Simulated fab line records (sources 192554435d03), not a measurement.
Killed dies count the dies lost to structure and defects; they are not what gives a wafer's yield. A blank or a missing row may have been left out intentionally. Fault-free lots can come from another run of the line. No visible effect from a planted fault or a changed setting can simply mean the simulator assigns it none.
Chamber matching | flow n5-finfet | N5_BEOL_M6_DESCUM_33 on rie-diel-05: 4 sister chambers
The step chemistry O2, time 7 s. 8 wafers are shown with their chamber, then 8 later ones without.

## EACH WAFER AND ITS CHAMBER
wafer  | chamber | throttle-valve-pct (%) | showerhead-plenum-p-Torr (Torr)
L079.6 | 0       | 20.13                  | 2.11
L081.5 | 0       | 20.13                  | 2.11
L081.6 | 3       | 20.27                  | 2.04
L083.6 | 2       | 20.21                  | 2.11
L089.1 | 1       | 20.59                  | 2.13
L089.3 | 2       | 20.22                  | 2.10
L089.6 | 3       | 20.30                  | 2.03
L094.2 | 1       | 20.61                  | 2.13

## WAFERS WHOSE CHAMBER IS MISSING
wafer  | throttle-valve-pct (%) | showerhead-plenum-p-Torr (Torr)
L094.5 | 20.62                  | 2.13
L094.6 | 20.27                  | 2.10
L093.1 | 20.25                  | 2.10
L093.2 | 20.62                  | 2.13
L093.6 | 20.31                  | 2.03
L096.1 | 20.32                  | 2.02
L096.2 | 20.26                  | 2.10
L096.6 | 20.61                  | 2.12

## CHAMBER TAKEN BY EACH
wafer  | from the rows above | in truth
L094.5 | 1                   | 1
L094.6 | 2                   | 2
L093.1 | 2                   | 2
L093.2 | 1                   | 1
L093.6 | 3                   | 3
L096.1 | 3                   | 3
L096.2 | 2                   | 2
L096.6 | 1                   | 1
Correctly placed: 8 of 8. Can't be placed from these rows: 0. Number placed wrongly: 0.
How it was worked out, from the rows above alone: a wafer's distance from a chamber is the root of the sum, over the readings, of the square of ((its reading less the chamber's mean) divided by the reading's scatter). If the next closest chamber is less than 2 further off than the closest, the wafer can't be placed; otherwise it belongs to the closest. For every chamber, the mean is computed from those of its wafers that are shown. The scatter: the root of (the sum of the squares of (reading less its chamber's mean) over the shown wafers, divided by (wafers less chambers)).
